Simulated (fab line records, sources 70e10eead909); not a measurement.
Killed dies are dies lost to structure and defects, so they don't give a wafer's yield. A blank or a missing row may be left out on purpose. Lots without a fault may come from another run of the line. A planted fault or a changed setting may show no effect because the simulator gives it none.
Chamber matching | flow nand_harc | NHARC_A_CHANNEL_HOLE_D1_ETCH_38 on rie_diel-12: 4 sister chambers
The step etches the open film in CF4, target depth 39 nm, time 65 s. 8 wafers are shown with their chamber, then 8 later ones without.

WAFERS WITH THEIR CHAMBER
wafer  | chamber | rf_vpp_V (V) | oes_product_au (a.u.)
L842.4 | 2       | 151.8        | 0.988
L847.1 | 1       | 150.2        | 1.003
L847.3 | 3       | 150.6        | 0.991
L847.6 | 1       | 152.0        | 1.006
L851.3 | 0       | 149.9        | 0.993
L851.4 | 0       | 151.0        | 1.002
L851.6 | 2       | 152.2        | 0.997
L857.1 | 3       | 151.1        | 0.994

WAFERS WITHOUT THEIR CHAMBER
wafer  | rf_vpp_V (V) | oes_product_au (a.u.)
L857.5 | 150.5        | 1.006
L857.6 | 150.3        | 1.005
L861.1 | 151.4        | 0.999
L861.3 | 151.7        | 0.995
L861.5 | 149.6        | 0.993
L863.2 | 150.6        | 1.004
L863.3 | 149.6        | 1.013
L863.6 | 151.2        | 0.994

WHICH CHAMBER EACH WENT THROUGH
wafer  | from the rows above               | in truth
L857.5 | can't be placed: 1 or 0           | 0
L857.6 | can't be placed: 1 or 0 or 3      | 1
L861.1 | can't be placed: 1 or 0 or 3 or 2 | 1
L861.3 | can't be placed: 2 or 3 or 0 or 1 | 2
L861.5 | can't be placed: 0 or 3 or 2 or 1 | 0
L863.2 | can't be placed: 1 or 0 or 3      | 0
L863.3 | can't be placed: 1 or 0 or 3      | 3
L863.6 | can't be placed: 3 or 2 or 0 or 1 | 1
Placed correctly: 0 of 8. Can't be placed from these rows: 8 (the true chamber is among the candidates in 8). Placed wrongly: 0.
How it was worked out, from the rows above alone: a wafer's distance from a chamber is the root of the sum, over the readings, of the square of ((its reading less the chamber's mean) divided by the reading's scatter). The wafer belongs to the nearest chamber; if the next one is less than 2 further off, it can't be placed. A chamber's mean is the mean of its shown wafers. The scatter: the root of (the sum of the squares of (reading less its chamber's mean) over the shown wafers, divided by (wafers less chambers)).
